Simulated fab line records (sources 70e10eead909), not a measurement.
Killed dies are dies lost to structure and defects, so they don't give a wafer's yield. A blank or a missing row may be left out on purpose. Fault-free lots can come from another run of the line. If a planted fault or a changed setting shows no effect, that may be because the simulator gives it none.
fab line records -- flow nandHarc
record: lots: 15, wafers: 45, lastDay: 34
route steps=1302 shown A_WL_FILL@957 A_CONTACT@994
lots that met no fault: from a run of the same line without faults
startH: start of the lot's first displayed wafer, in hours after the record's first day -- waitH: how many hours have passed since the lot's step before this one -- " as in the row above -- L1.1+2: a row that stands for several wafers -- - no value, or no start given -- * or withheld: withheld -- < > ~ a bound
route shown NAME@n: a module of which the file shows steps, and the number in the route of the first -- usual: mean/standard deviation taken from wafers without a fault -- same: alike in all rows -- chamber/n: place in a boat -- sites: each site's reading -- _std_site: the values' standard deviation -- _edge_site: mean of outer sites minus mean of inner sites -- radiusMm: how far each site lies from the wafer's centre -- mask NAME#n: copy n -- behind: the last tool/chamber to shape the wafer -- hold: reason for holding the lot/hours on hold/outcome of the hold -- device: the n, p or np transistor that did not switch -- end of line: tests run on the same wafers once the route is complete -- step lacking rows: just its recipe -- killed: dies lost to structure and defects at the first sort, not the wafer's yield -- map: dies across one wafer; x = killed, . = not, _ = none there
set.NAME: the setting as run; set.NAME@STEP: as run at that earlier step -- model.NAME: the simulator's own value behind a step, which no gauge read
route steps across a sampled set of lots; one table per step, one row per wafer
services: a tool's chamber out of use, with start hour (startH, from the record's first day; less than 0 if before it), hours out, and reason
== steps ==
step: NHARC_A_WL_FILL_ETCHBACK_04
recipe: targetDepthA: 600, timeS: 120, chemistry: NF3
usual: drypumpMotorCurrentA: 5.3/0.42, oesProductAu: 1.002/0.0081
same: timeS: 120
lot.wafer,tool,chamber,startH,waitH,drypumpMotorCurrentA,oesProductAu,rfHoursCounterH
L199.4,rieMetal-02,1,468.74,0.3,5.9,1.008,-
L199.6,rieMetal-02,0,468.74,0.3,5.5,1.007,-
L199.5,rieMetal-02,1,468.74,0.3,5.9,1.004,-
L200.2,rieMetal-01,1,478.19,0.3,5.7,1.005,1.2
L200.3,rieMetal-01,0,478.19,0.3,5.2,1.008,-
L200.5,rieMetal-01,0,478.19,0.3,5.1,1.007,-
L202.1,rieMetal-02,0,504.03,0.3,5.5,0.998,0.4
L202.2,rieMetal-02,1,504.03,0.3,5.9,0.995,0.4
L202.3,rieMetal-02,0,504.03,0.3,5.5,1.004,-
L203.1,rieMetal-02,0,508.42,0.3,5.5,0.998,0.6
L203.4,rieMetal-02,1,508.42,0.3,5.9,0.993,-
L203.3,rieMetal-02,0,508.42,0.3,5.5,1.003,-
L205.1,rieMetal-03,1,512.90,0.3,4.9,1.006,2.9
L205.3,rieMetal-03,0,512.90,0.3,4.8,1.011,-
L205.5,rieMetal-03,0,512.90,0.3,4.8,0.997,-
L210.2,rieMetal-03,1,568.71,0.3,4.9,1.005,0.7
L210.1,rieMetal-03,0,568.71,0.3,4.8,1.007,0.7
L210.3,rieMetal-03,0,568.71,0.3,4.8,0.995,-
L214.2,rieMetal-03,1,606.92,0.3,4.8,0.999,1.2
L214.4,rieMetal-03,0,606.92,0.3,4.8,1.002,-
L214.5,rieMetal-03,1,606.92,0.3,4.9,1.005,-
L213.2,rieMetal-01,1,610.86,0.3,5.7,1.005,-
L213.4,rieMetal-01,1,610.86,0.3,5.8,1.009,-
L213.5,rieMetal-01,1,610.86,0.3,5.7,0.995,-
L215.3,rieMetal-03,1,632.75,0.3,4.9,1.001,-
L215.4,rieMetal-03,0,632.75,0.3,4.8,0.997,-
L215.6,rieMetal-03,1,632.75,0.3,4.9,1.009,-
L218.2,rieMetal-02,1,642.49,0.3,5.9,0.993,0.0
L218.6,rieMetal-02,1,642.49,0.3,5.9,0.985,-
L218.5,rieMetal-02,0,642.49,0.3,5.5,0.984,-
L216.3,rieMetal-03,0,642.87,0.3,4.8,0.996,-
L216.4,rieMetal-03,1,642.87,0.3,4.9,1.004,-
L216.6,rieMetal-03,1,642.87,0.3,4.9,1.001,-
L219.2,rieMetal-02,0,665.70,0.4,5.6,1.000,0.8
L219.4,rieMetal-02,1,665.70,0.4,5.9,0.990,-
L219.6,rieMetal-02,0,665.70,0.4,5.5,0.995,-
L220.2,rieMetal-01,0,677.48,0.3,5.1,1.002,1.1
L220.4,rieMetal-01,1,677.48,0.3,5.7,1.010,-
L220.6,rieMetal-01,1,677.48,0.3,5.8,1.003,-
L222.2,rieMetal-01,1,696.76,0.3,5.7,1.014,2.0
L222.4,rieMetal-01,1,696.76,0.3,5.8,1.014,-
L222.6,rieMetal-01,1,696.76,0.3,5.7,1.009,-
L221.2,rieMetal-02,1,717.00,0.3,5.9,0.998,1.2
L221.1,rieMetal-02,0,717.00,0.3,5.5,0.999,1.8
L221.3,rieMetal-02,1,717.00,0.3,5.9,0.997,-
step: NHARC_A_WL_FILL_STRIP_29
recipe: timeS: 20, o2FlowSccm: 500, arFlowSccm: 0, biasW: 0, chemistry: O2
usual: drypumpMotorCurrentA: 5.9/0.41, oesProductAu: 0.999/0.0069, rfVppV: 57.9/0.76, showerheadPlenumPTorr: 3.55/0.12, throttleValvePct: 17.037/0.01
same: timeS: 20
lot.wafer,tool,chamber,startH,waitH,drypumpMotorCurrentA,oesProductAu,rfHoursCounterH,rfVppV,showerheadPlenumPTorr,throttleValvePct
L199.4,rieDiel-11,2,478.72,0.1,5.8,0.985,0.6,58.6,3.67,17.035
L199.5,rieDiel-11,2,478.72,0.1,5.8,0.996,-,58.3,3.67,17.033
L199.6,rieDiel-11,3,478.72,0.1,6.2,0.993,-,57.7,3.40,17.044
L200.2,rieDiel-07,2,489.40,0.1,5.1,1.003,0.2,58.0,3.55,17.043
L200.3,rieDiel-07,3,489.40,0.1,6.5,0.996,0.3,57.4,3.49,17.045
L200.5,rieDiel-07,1,489.40,0.1,5.7,1.002,-,57.9,3.71,17.028
L202.2,rieDiel-07,0,513.99,0.1,6.2,1.002,0.8,57.7,3.38,17.048
L202.3,rieDiel-07,2,513.99,0.1,5.0,1.004,0.5,57.6,3.55,17.046
L202.1,rieDiel-07,3,513.99,0.1,6.5,1.003,0.6,57.3,3.49,17.034
L205.3,rieDiel-12,2,521.53,0.1,5.7,0.990,3.5,57.1,3.48,17.036
L205.1,rieDiel-12,3,521.53,0.1,6.0,0.993,3.2,58.3,3.40,17.031
L205.5,rieDiel-12,0,521.53,0.1,5.5,1.001,-,57.5,3.61,17.038
L203.4,rieDiel-07,3,521.95,0.1,6.5,0.980,0.6,58.5,3.49,17.020
L203.3,rieDiel-07,0,521.95,0.1,6.1,0.995,0.9,57.4,3.38,17.039
L203.1,rieDiel-07,1,521.95,0.1,5.7,0.991,0.8,57.0,3.71,17.043
L210.2,rieDiel-12,3,578.71,0.1,6.0,1.001,6.3,56.8,3.40,17.052
L210.3,rieDiel-12,0,578.71,0.1,5.5,1.017,6.7,58.5,3.61,17.021
L210.1,rieDiel-12,2,578.71,0.1,5.8,0.991,6.5,57.0,3.48,17.034
L214.2,rieDiel-12,2,617.26,0.1,5.8,0.994,8.2,57.3,3.48,17.049
L214.4,rieDiel-12,1,617.26,0.1,6.1,1.000,8.0,58.4,3.61,17.040
L214.5,rieDiel-12,3,617.26,0.1,6.0,1.003,-,57.8,3.40,17.045
L213.4,rieDiel-07,3,621.57,0.1,6.5,1.002,4.4,56.5,3.49,17.030
L213.2,rieDiel-07,0,621.57,0.1,6.1,1.002,4.5,58.2,3.37,17.015
L213.5,rieDiel-07,3,621.57,0.1,6.5,0.999,-,57.1,3.49,17.030
L215.3,rieDiel-12,0,643.64,0.1,5.5,0.998,0.7,58.1,3.61,17.043
L215.4,rieDiel-12,1,643.64,0.1,6.1,0.998,0.8,58.8,3.61,17.026
L215.6,rieDiel-12,1,643.64,0.1,6.1,0.992,-,56.8,3.61,17.018
L218.2,rieDiel-11,1,656.67,0.1,5.6,1.000,2.0,58.6,3.70,17.062
L218.5,rieDiel-11,1,656.67,0.1,5.6,1.006,-,58.4,3.70,17.024
L218.6,rieDiel-11,2,656.67,0.1,5.8,0.998,-,58.1,3.67,17.028
L216.4,rieDiel-12,3,656.68,0.1,6.0,1.000,0.7,57.5,3.40,17.042
L216.3,rieDiel-12,1,656.68,0.1,6.1,1.003,1.7,59.0,3.61,17.027
L216.6,rieDiel-12,3,656.68,0.1,6.0,1.010,-,57.8,3.40,17.034
L219.4,rieDiel-11,3,676.48,0.1,6.2,1.011,2.1,59.2,3.40,17.045
L219.2,rieDiel-11,2,676.48,0.1,5.8,1.005,2.3,56.0,3.67,17.033
L219.6,rieDiel-11,0,676.48,0.1,6.5,1.012,-,58.8,3.70,17.035
L220.2,rieDiel-07,1,692.53,0.1,5.8,1.000,1.3,57.9,3.71,17.043
L220.6,rieDiel-07,1,692.53,0.1,5.8,1.005,-,57.4,3.71,17.045
L220.4,rieDiel-07,0,692.53,0.1,6.1,1.010,-,56.5,3.37,17.045
L222.4,rieDiel-07,0,709.73,0.1,6.2,0.998,1.8,58.6,3.37,17.014
L222.2,rieDiel-07,1,709.73,0.1,5.8,1.004,2.0,57.3,3.71,17.057
L222.6,rieDiel-07,3,709.73,0.1,6.5,1.000,-,58.2,3.48,17.027
L221.1,rieDiel-11,0,727.51,0.1,6.5,0.995,2.5,58.2,3.70,17.032
L221.3,rieDiel-11,1,727.51,0.1,5.6,0.996,3.3,58.5,3.70,17.049
L221.2,rieDiel-11,2,727.51,0.1,5.8,0.987,3.3,57.8,3.67,17.040
step: NHARC_A_CONTACT_EXPOSE_39
recipe: na: 1.35, sigmaOuter: 0.8, doseMj: 58.79, maskId: A_CC_3
usual: exposureDoseMJCm2: 58.73/0.12, focusOffsetNm: 0.0/0.56
lot.wafer,tool,chamber,startH,waitH,mask,exposureDoseMJCm2,focusOffsetNm
L199.4,arfiScanner-03,0,495.49,-,A_CC_3#0,58.73,0.3
L199.5,arfiScanner-03,0,495.49,-,A_CC_3#0,58.77,-0.2
L199.6,arfiScanner-03,0,495.49,-,A_CC_3#0,58.70,0.1
L200.2,arfiScanner-02,0,500.80,-,A_CC_3#0,58.61,-0.1
L200.3,arfiScanner-02,0,500.80,-,A_CC_3#0,58.64,0.5
L200.5,arfiScanner-02,0,500.80,-,A_CC_3#0,58.65,0.3
L202.1,arfiScanner-01,-,526.59,-,A_CC_3#0,-,-
L202.2,arfiScanner-01,-,526.59,-,A_CC_3#0,-,-
L202.3,arfiScanner-01,-,526.59,-,A_CC_3#0,-,-
L203.1,arfiScanner-03,-,533.49,-,A_CC_3#0,-,-
L203.3,arfiScanner-03,-,533.49,-,A_CC_3#0,-,-
L203.4,arfiScanner-03,-,533.49,-,A_CC_3#0,-,-
L205.1,arfiScanner-03,-,533.52,-,A_CC_3#0,-,-
L205.3,arfiScanner-03,-,533.52,-,A_CC_3#0,-,-
L205.5,arfiScanner-03,-,533.52,-,A_CC_3#0,-,-
L210.1,arfiScanner-03,0,590.84,-,A_CC_3#0,58.68,1.4
L210.2,arfiScanner-03,0,590.84,-,A_CC_3#0,58.67,1.1
L210.3,arfiScanner-03,0,590.84,-,A_CC_3#0,58.69,0.4
L214.2,arfiScanner-03,0,631.98,-,A_CC_3#0,58.77,-0.8
L214.4,arfiScanner-03,0,631.98,-,A_CC_3#0,58.74,0.3
L214.5,arfiScanner-03,0,631.98,-,A_CC_3#0,58.75,-0.3
L213.2,arfiScanner-03,0,636.19,-,A_CC_3#0,58.71,0.3
L213.4,arfiScanner-03,0,636.19,-,A_CC_3#0,58.72,0.2
L213.5,arfiScanner-03,0,636.19,-,A_CC_3#0,58.60,-0.9
L215.3,arfiScanner-02,0,655.61,-,A_CC_3#0,58.58,0.0
L215.4,arfiScanner-02,0,655.61,-,A_CC_3#0,58.70,-0.5
L215.6,arfiScanner-02,0,655.61,-,A_CC_3#0,58.68,0.6
L216.3,arfiScanner-03,0,668.79,-,A_CC_3#0,58.73,-0.8
L216.4,arfiScanner-03,0,668.79,-,A_CC_3#0,58.69,0.4
L216.6,arfiScanner-03,0,668.79,-,A_CC_3#0,58.66,-0.1
L218.2,arfiScanner-02,0,670.41,-,A_CC_3#0,58.64,0.2
L218.5,arfiScanner-02,0,670.41,-,A_CC_3#0,58.59,0.7
L218.6,arfiScanner-02,0,670.41,-,A_CC_3#0,58.63,0.3
L219.2,arfiScanner-02,0,688.34,-,A_CC_3#0,58.66,0.4
L219.4,arfiScanner-02,0,688.34,-,A_CC_3#0,58.60,0.1
L219.6,arfiScanner-02,0,688.34,-,A_CC_3#0,58.70,0.4
L220.2,arfiScanner-02,0,704.45,-,A_CC_3#0,58.70,0.1
L220.4,arfiScanner-02,0,704.45,-,A_CC_3#0,58.55,0.7
L220.6,arfiScanner-02,0,704.45,-,A_CC_3#0,58.67,0.3
L222.2,arfiScanner-02,0,721.51,-,A_CC_3#0,58.55,0.2
L222.4,arfiScanner-02,0,721.51,-,A_CC_3#0,58.71,-0.5
L222.6,arfiScanner-02,0,721.51,-,A_CC_3#0,58.62,-0.8
L221.1,arfiScanner-02,0,742.14,-,A_CC_3#0,58.70,0.2
L221.2,arfiScanner-02,0,742.14,-,A_CC_3#0,58.65,-0.2
L221.3,arfiScanner-02,0,742.14,-,A_CC_3#0,58.67,0.4
step: NHARC_A_CONTACT_ETCH_50
recipe: targetDepthA: 1210, timeS: 60.5, cf4FlowSccm: 100, chf3FlowSccm: 30, arFlowSccm: 0, rfW: 500, biasW: 200, chemistry: CF4/CHF3
usual: drypumpMotorCurrentA: 5.8/0.32, oesProductAu: 0.950/0.02, rfVppV: 371.1/2.3, showerheadPlenumPTorr: 1.59/0.065, throttleValvePct: 16.802/0.0088
same: timeS: 60.5
lot.wafer,tool,chamber,startH,waitH,drypumpMotorCurrentA,oesProductAu,rfHoursCounterH,rfVppV,showerheadPlenumPTorr,throttleValvePct
L199.4,rieDiel-08,0,-,-,6.0,0.962,19,372.9,1.62,16.808
L199.5,rieDiel-08,2,-,-,5.6,0.982,-,372.8,1.65,16.784
L199.6,rieDiel-08,3,-,-,5.8,0.982,-,372.7,1.64,16.802
L200.3,rieDiel-08,0,-,-,6.0,0.915,20,371.9,1.62,16.801
L200.2,rieDiel-08,1,-,-,6.1,0.926,21,369.1,1.52,16.806
L200.5,rieDiel-08,3,-,-,5.8,0.932,-,372.4,1.64,16.812
L202.3,rieDiel-08,0,-,-,6.0,0.952,26,372.4,1.62,16.799
L202.1,rieDiel-08,1,-,-,6.1,0.956,26,368.6,1.51,16.812
L202.2,rieDiel-08,2,-,-,5.6,0.953,24,373.8,1.65,16.796
L205.1,rieDiel-01,2,-,-,5.7,0.933,41,374.8,1.67,16.799
L205.3,rieDiel-01,0,-,-,5.4,0.930,55,369.7,1.53,16.788
L205.5,rieDiel-01,1,-,-,5.5,0.928,-,369.1,1.56,16.808
L203.3,rieDiel-08,2,-,-,5.6,0.964,26,373.2,1.65,16.805
L203.4,rieDiel-08,0,-,-,6.0,0.979,26,371.9,1.62,16.779
L203.1,rieDiel-08,1,-,-,6.1,0.964,27,367.7,1.51,16.807
L210.1,rieDiel-01,3,-,-,5.8,0.969,4,367.8,1.48,16.814
L210.2,rieDiel-01,1,-,-,5.4,0.961,4,368.9,1.56,16.796
L210.3,rieDiel-01,2,-,-,5.8,0.980,4,374.2,1.67,16.798
L214.4,rieDiel-08,1,-,-,6.1,0.935,13,369.0,1.51,16.792
L214.2,rieDiel-08,2,-,-,5.6,0.937,12,373.3,1.64,16.796
L214.5,rieDiel-08,1,-,-,6.1,0.936,-,366.9,1.51,16.812
L213.4,rieDiel-01,1,-,-,5.5,0.908,22,368.0,1.56,16.810
L213.2,rieDiel-01,2,-,-,5.7,0.926,22,373.1,1.67,16.803
L213.5,rieDiel-01,3,-,-,5.8,0.914,-,367.1,1.48,16.799
L215.4,rieDiel-08,3,-,-,5.8,0.962,15,373.4,1.64,16.804
L215.3,rieDiel-08,0,-,-,6.0,0.961,16,372.8,1.62,16.794
L215.6,rieDiel-08,0,-,-,6.0,0.957,-,372.5,1.61,16.818
L216.4,rieDiel-08,1,-,-,6.1,0.959,17,370.4,1.51,16.781
L216.3,rieDiel-08,0,-,-,6.0,0.962,18,372.4,1.61,16.800
L216.6,rieDiel-08,2,-,-,5.6,0.968,-,374.8,1.64,16.814
L218.2,rieDiel-08,1,-,-,6.1,0.966,18,369.0,1.51,16.791
L218.5,rieDiel-08,3,-,-,5.8,0.979,-,371.2,1.64,16.801
L218.6,rieDiel-08,0,-,-,6.0,0.963,-,371.1,1.61,16.791
L219.2,rieDiel-01,1,-,-,5.5,0.913,41,368.5,1.55,16.795
L219.4,rieDiel-01,2,-,-,5.7,0.936,39,373.9,1.66,16.796
L219.6,rieDiel-01,1,-,-,5.5,0.920,-,369.8,1.55,16.798
L220.4,rieDiel-01,1,-,-,5.4,0.912,47,368.4,1.55,16.808
L220.2,rieDiel-01,0,-,-,5.4,0.933,47,368.5,1.52,16.789
L220.6,rieDiel-01,2,-,-,5.7,0.933,-,373.6,1.66,16.795
L222.4,rieDiel-01,1,-,-,5.5,0.913,51,370.7,1.55,16.800
L222.2,rieDiel-01,0,-,-,5.4,0.933,50,370.4,1.52,16.808
L222.6,rieDiel-01,2,-,-,5.7,0.933,-,374.4,1.66,16.797
L221.3,rieDiel-08,1,-,-,6.1,0.958,3,368.5,1.51,16.789
L221.2,rieDiel-08,2,-,-,5.6,0.981,3,372.3,1.64,16.806
L221.1,rieDiel-08,3,-,-,5.8,0.992,3,371.2,1.63,16.811
== services ==
tool,chamber,startH,hours,kind
rieDiel-08,3,448.96,5.9,repair
rieMetal-02,-,454.15,9.0,pm
rieDiel-07,0,469.43,5.5,repair
rieDiel-07,-,471.20,9.0,pm
rieDiel-01,3,476.54,5.0,repair
arfiScanner-02,-,484.00,4.0,pm
rieDiel-01,2,484.32,20.3,repair
rieMetal-02,-,497.63,0.8,repair
arfiScanner-02,-,520.90,1.0,repair
arfiScanner-03,-,542.32,4.0,pm
rieDiel-08,-,546.12,9.0,pm
rieDiel-01,-,561.14,9.0,pm
arfiScanner-02,-,588.66,0.7,repair
rieMetal-02,1,595.64,1.3,repair
rieMetal-02,1,602.37,1.0,repair
arfiScanner-02,-,615.44,9.6,repair
rieDiel-01,3,618.65,3.9,repair
rieMetal-02,-,631.15,9.0,pm
arfiScanner-03,-,647.70,2.7,repair
rieDiel-08,2,650.03,5.1,repair
arfiScanner-02,-,656.00,4.0,pm
rieDiel-08,0,693.17,7.0,repair
arfiScanner-03,-,714.32,4.0,pm
rieDiel-08,-,723.12,9.0,pm
== key ==
firstSign: step: NHARC_A_CONTACT_EXPOSE_39, reading: toolRecord, direction: missing
effect none on later readings
metAt NHARC_A_CONTACT_EXPOSE_39
struckLots L202,L203,L205
laterRowsLeftOut L202.1,L202.2,L202.3,L203.1,L203.3,L203.4,L205.1,L205.3,L205.5
sortLeftOut L202.1,L202.2,L202.3,L203.1,L203.3,L203.4,L205.1,L205.3,L205.5
testerLeftOut L202,L203,L205
notActingAt NHARC_A_WL_FILL_ETCHBACK_04,NHARC_A_WL_FILL_STRIP_29,NHARC_A_CONTACT_ETCH_50
onsetBetween 495.49 526.59
fault: kind: skippedStepWhole, tool: arfiScanner-01,arfiScanner-03, chamber: -, onsetH: 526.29, steps: NHARC_A_CONTACT_EXPOSE_39, scope: struckLotsOnly
testerLeftOut: of these lots the tester's yield and bins aren't shown, on N5 and GAA mostly nor the transistor test; their killed dies are dies lost to structure and defects alone, not to doping, threshold or leakage, so they don't give the yield
sortLeftOut: the simulated sort isn't trusted on such a fault, so these wafers' sort isn't shown, and their yield isn't known
laterRowsLeftOut: the simulator's readings of these wafers behind a module that went badly wrong aren't trusted and aren't shown, but for the sort
